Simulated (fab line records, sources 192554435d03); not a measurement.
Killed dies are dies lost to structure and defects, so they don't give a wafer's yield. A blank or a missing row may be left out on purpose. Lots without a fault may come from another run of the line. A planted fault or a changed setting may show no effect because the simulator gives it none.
Chamber matching | flow n5_finfet | N5_BEOL_M15_DESCUM_15 on rie_diel-03: 4 sister chambers
The step chemistry O2, time 7.9 s. 18 wafers are shown with their chamber, then 9 later ones without.

WAFERS WITH THEIR CHAMBER
wafer  | chamber | throttle_valve_pct (%) | showerhead_plenum_p_Torr (Torr) | oes_product_au (a.u.)
L074.1 | 1       | 20.93                  | 2.08                            | 0.71
L074.3 | 0       | 20.32                  | 2.02                            | 0.91
L074.4 | 2       | 20.27                  | 2.12                            | 0.94
L076.4 | 2       | 20.31                  | 2.12                            | 0.93
L076.5 | 0       | 20.32                  | 2.02                            | 0.90
L076.6 | 3       | 20.55                  | 2.17                            | 0.71
L081.1 | 2       | 20.32                  | 2.11                            | 0.91
L081.2 | 0       | 20.34                  | 2.02                            | 0.88
L081.6 | 0       | 20.33                  | 2.02                            | 0.88
L082.1 | 0       | 20.34                  | 2.02                            | 0.88
L082.3 | 3       | 20.56                  | 2.16                            | 0.69
L082.4 | 1       | 20.97                  | 2.08                            | 0.71
L085.2 | 0       | 20.36                  | 2.01                            | 0.87
L085.4 | 3       | 20.57                  | 2.16                            | 0.70
L085.6 | 1       | 20.98                  | 2.08                            | 0.71
L083.3 | 2       | 20.33                  | 2.11                            | 0.89
L083.5 | 1       | 20.96                  | 2.08                            | 0.70
L083.6 | 2       | 20.32                  | 2.11                            | 0.89

SIGNATURES (means of the wafers above)
reading                  | chamber 0 | chamber 1 | chamber 2 | chamber 3 | scatter within a chamber
throttle_valve_pct       | 20.3350   | 20.9600   | 20.3100   | 20.5600   | 0.0188
showerhead_plenum_p_Torr | 2.0183    | 2.0800    | 2.1140    | 2.1633    | 0.00439
oes_product_au           | 0.8867    | 0.7075    | 0.9120    | 0.7000    | 0.0158
Rule: a wafer's distance from a chamber is the root of the sum, over the readings, of the square of ((its reading less the chamber's mean) divided by the reading's scatter). The wafer belongs to the nearest chamber; if the next one is less than 2 further off, it can't be placed. The scatter: the root of (the sum of the squares of (reading less its chamber's mean) over the shown wafers, divided by (wafers less chambers)).

WAFERS WITHOUT THEIR CHAMBER
wafer  | throttle_valve_pct (%) | showerhead_plenum_p_Torr (Torr) | oes_product_au (a.u.)
L088.2 | 20.58                  | 2.16                            | 0.69
L088.4 | 20.35                  | 2.11                            | 0.88
L088.6 | 20.34                  | 2.11                            | 0.89
L089.1 | 20.57                  | 2.16                            | 0.69
L089.3 | 20.98                  | 2.07                            | 0.70
L089.6 | 20.37                  | 2.01                            | 0.86
L091.3 | 20.58                  | 2.16                            | 0.69
L091.4 | 20.37                  | 2.01                            | 0.85
L091.6 | 20.35                  | 2.11                            | 0.87

WHICH CHAMBER EACH WENT THROUGH
wafer  | from the rows above | in truth
L088.2 | 3                   | 3
L088.4 | 2                   | 2
L088.6 | 2                   | 2
L089.1 | 3                   | 3
L089.3 | 1                   | 1
L089.6 | 0                   | 0
L091.3 | 3                   | 3
L091.4 | 0                   | 0
L091.6 | 2                   | 2
Placed correctly: 9 of 9. Can't be placed from these rows: 0. Placed wrongly: 0.
